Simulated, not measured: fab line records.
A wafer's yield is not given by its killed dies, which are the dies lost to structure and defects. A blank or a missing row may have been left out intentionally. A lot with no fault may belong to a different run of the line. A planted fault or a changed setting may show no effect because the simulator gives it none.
Comparing a struck lot with a sound one || flow nandHarc || 14 out of 1159 route steps
Sound: these wafers, L916.3, L916.4, L916.6. Wafers struck: L921.3, L921.5, L921.6. The cause comes at the end.
Order at every step that has rows: each side's tool, ch and its chambers, its first start. Under that, the readings that differ: sound wafers || struck wafers || difference of the means || sigmas: that difference in standard deviations of wafers without a fault.
alike: readings whose means differ by less than 2 such deviations, and words and numbers that are the same on both sides. not compared: withheld readings, readings that some wafer has no value for, bounds like >300 that may hide the same value, and numbers for which the record gives no deviation and whose values overlap.
Wherever a step has rows on one side only, a row that says differs or no value, or a row with sigmas, the two part there. Numbers that have no deviation but don't overlap get no sigmas and don't part them. Lack of a reading on every wafer of one side parts them only where that side has two or more wafers.

NHARC_P_ZERO_WELL_CD_MEAS_37: target cd 720 nm.
  sound on cdSem-02 ch 0, day 2 22:15; struck on cdSem-03 ch 0, day 4 04:05
  alike: cdNm
then, 1 step without rows for these wafers: NHARC_P_ZERO_WELL_HARDBAKE_38 (time 80 s).
NHARC_P_ZERO_WELL_DESCUM_39: chemistry O2, time 3 s.
  sound on rieDiel-12 ch 0,3, day 2 22:26; struck on rieDiel-10 ch 0,3, day 4 04:16
  alike: drypumpMotorCurrentA, oesProductAu, rfVppV, showerheadPlenumPTorr, throttleValvePct
  not compared: rfHoursCounterH
then, 9 steps without rows for these wafers: NHARC_P_ZERO_WELL_IMPLANT_40; NHARC_P_ZERO_WELL_IMPLANT_59; NHARC_P_ZERO_WELL_IMPLANT_60; NHARC_P_ZERO_WELL_STRIP_41 (strips in SPM, time 840 s); NHARC_P_ZERO_WELL_DEHYDRATE_44 (time 120 s); NHARC_P_ZERO_WELL_HMDS_45 (time 30 s); NHARC_P_ZERO_WELL_COAT_46; NHARC_P_ZERO_WELL_SOFTBAKE_47 (time 95 s); NHARC_P_ZERO_WELL_EBR_48.
NHARC_P_ZERO_WELL_EXPOSE_49: exposes mask P HVPW, target cd 2000 nm.
  sound on krfScanner-04 ch 0, day 2 23:46; struck on krfScanner-03, day 4 05:28
  no value came back on the struck wafers for exposureDoseMJCm2, focusOffsetNm (nm), na; on the sound wafers exposureDoseMJCm2 reads 22.639 22.642 22.667
  alike: mask
then, 1 step without rows for these wafers: NHARC_P_ZERO_WELL_PEB_50 (peb time 85 s).

== WHERE THEY PART ==
Only at NHARC_P_ZERO_WELL_EXPOSE_49, as far as this record shows.

WHY: what the simulator had put in
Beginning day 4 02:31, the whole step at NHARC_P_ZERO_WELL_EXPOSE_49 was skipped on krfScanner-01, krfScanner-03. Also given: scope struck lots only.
